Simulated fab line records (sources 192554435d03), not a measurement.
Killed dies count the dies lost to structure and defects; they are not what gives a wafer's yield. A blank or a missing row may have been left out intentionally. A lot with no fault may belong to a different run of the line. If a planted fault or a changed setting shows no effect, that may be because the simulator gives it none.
Struck lot and sound lot, side by side + flow n5 finfet + 18 steps out of a route of 1938
Sound: the wafers L876.1, L876.4, L876.6. Struck: wafers L886.1, L886.5 (left out: L886.3, a lot-mate that was not struck); the cause follows at the end.
At each step with rows: each side's tool, then ch and its chambers, then its first start. Under that, the readings that differ: sound wafers + struck wafers + difference of the means + sigmas: that difference in standard deviations of wafers without a fault.
alike: readings with means less than 2 such deviations apart, plus words and numbers identical on both sides. not compared: withheld readings, readings lacking a value on some wafer, bounds such as >300 that could conceal the same value, and numbers that have no deviation in the record and whose values overlap.
A row with sigmas, a row that says differs or no value, or rows on one side alone: a step with any of these is where the two part. Non-overlapping numbers with no deviation appear without sigmas and do not part them. A reading missing from all wafers of one side parts the sides only when that side holds two or more wafers.

first, 1 step without rows for these wafers: N5_MIM_TOP_LITHO_HARDBAKE_09 (time 120 s).
N5_MIM_TOP_LITHO_CD_MEAS_08 targets a cd of 2000 nm.
  sound on cd sem-03 ch 0, day 14 17:47; struck on cd sem-02 ch 0, day 16 21:32
  alike: cd nm
N5_MIM_TOP_LITHO_OVL_MEAS_11:
  sound on overlay-01 ch 0, day 14 17:49; struck on overlay-02 ch 0, day 16 21:34
  alike: MIM_TOP_OVL
N5_MIM_TOP_LITHO_INSPECT_12: inspects for defects (macro).
  struck on defect inspect-02, day 16 21:35; sound on defect inspect-02, day 14 17:51
  alike: raw defect count
N5_MIM_TOP_LITHO_DESCUM_10: chemistry O2, time 7.9 s.
  sound on rie diel-06 ch 0,2, day 14 17:53; struck on rie diel-06 ch 3, day 16 21:38
  alike: drypump motor current A, oes product au, rf vpp V, showerhead plenum p Torr, throttle valve pct
  not compared: rf hours counter h
N5_MIM_TOP_ETCH_ETCH_00: etches TiN in Cl2/BCl3, target depth 38.5 nm.
  sound on rie metal-03 ch 0,1, day 14 17:58; struck on rie metal-03 ch 0,1, day 16 21:44
  alike: drypump motor current A, mfc ar sccm, oes product au, throttle valve pct
  not compared: rf hours counter h
N5_MIM_TOP_ETCH_STRIP_01: strips in O2.
  sound on rie diel-01 ch 1,2,3, day 14 18:07; struck on rie diel-04 ch 0,3, day 16 21:56
  alike: drypump motor current A, oes product au, rf vpp V, showerhead plenum p Torr, throttle valve pct
  not compared: rf hours counter h
N5_MIM_TOP_ETCH_PECVD_03: deposits SiNx from SiH4/NH3/N2, target thk 20 nm, time 17.6 s.
  sound on pecvd-01 ch 0,1, day 14 18:10; struck on pecvd-01 ch 0, day 16 22:00
  alike: heater power w, showerhead plenum p Torr, throttle valve pct
then, 4 steps without rows for these wafers: N5_MIM_BOT_LITHO_HMDS_01 (time 60 s); N5_MIM_BOT_LITHO_COAT_02; N5_MIM_BOT_LITHO_EBR_04; N5_MIM_BOT_LITHO_SOFTBAKE_03 (time 90 s).
N5_MIM_BOT_LITHO_EXPOSE_05: exposes mask MIM BOT.
  sound on krf scanner-02 ch 0, day 14 18:29; struck on krf scanner-01 ch 0, day 16 22:13
  alike: mask
then, 3 steps without rows for these wafers: N5_MIM_BOT_LITHO_PEB_06; N5_MIM_BOT_LITHO_DEVELOP_07 (develop time 60 s); N5_MIM_BOT_LITHO_HARDBAKE_09 (time 120 s).
N5_MIM_BOT_LITHO_CD_MEAS_08 targets a cd of 3000 nm.
  sound on cd sem-01 ch 0, day 14 18:39; struck on cd sem-02 ch 0, day 16 22:23
| reading    | sound                | struck        | difference | sigmas |
|------------|----------------------|---------------|------------|--------|
| cd nm (nm) | 3000.4 2998.9 2999.9 | 3051.6 3052.2 | +52.2      | +35    |
N5_MIM_BOT_LITHO_OVL_MEAS_11:
  sound on overlay-02 ch 0, day 14 18:41; struck on overlay-02 ch 0, day 16 22:25
  alike: MIM_BOT_OVL

WHERE THEY PART
Only at N5_MIM_BOT_LITHO_CD_MEAS_08, within this record. Later steps at which nothing parts them and some readings are alike: N5_MIM_BOT_LITHO_OVL_MEAS_11.

WHY: what the simulator had put in
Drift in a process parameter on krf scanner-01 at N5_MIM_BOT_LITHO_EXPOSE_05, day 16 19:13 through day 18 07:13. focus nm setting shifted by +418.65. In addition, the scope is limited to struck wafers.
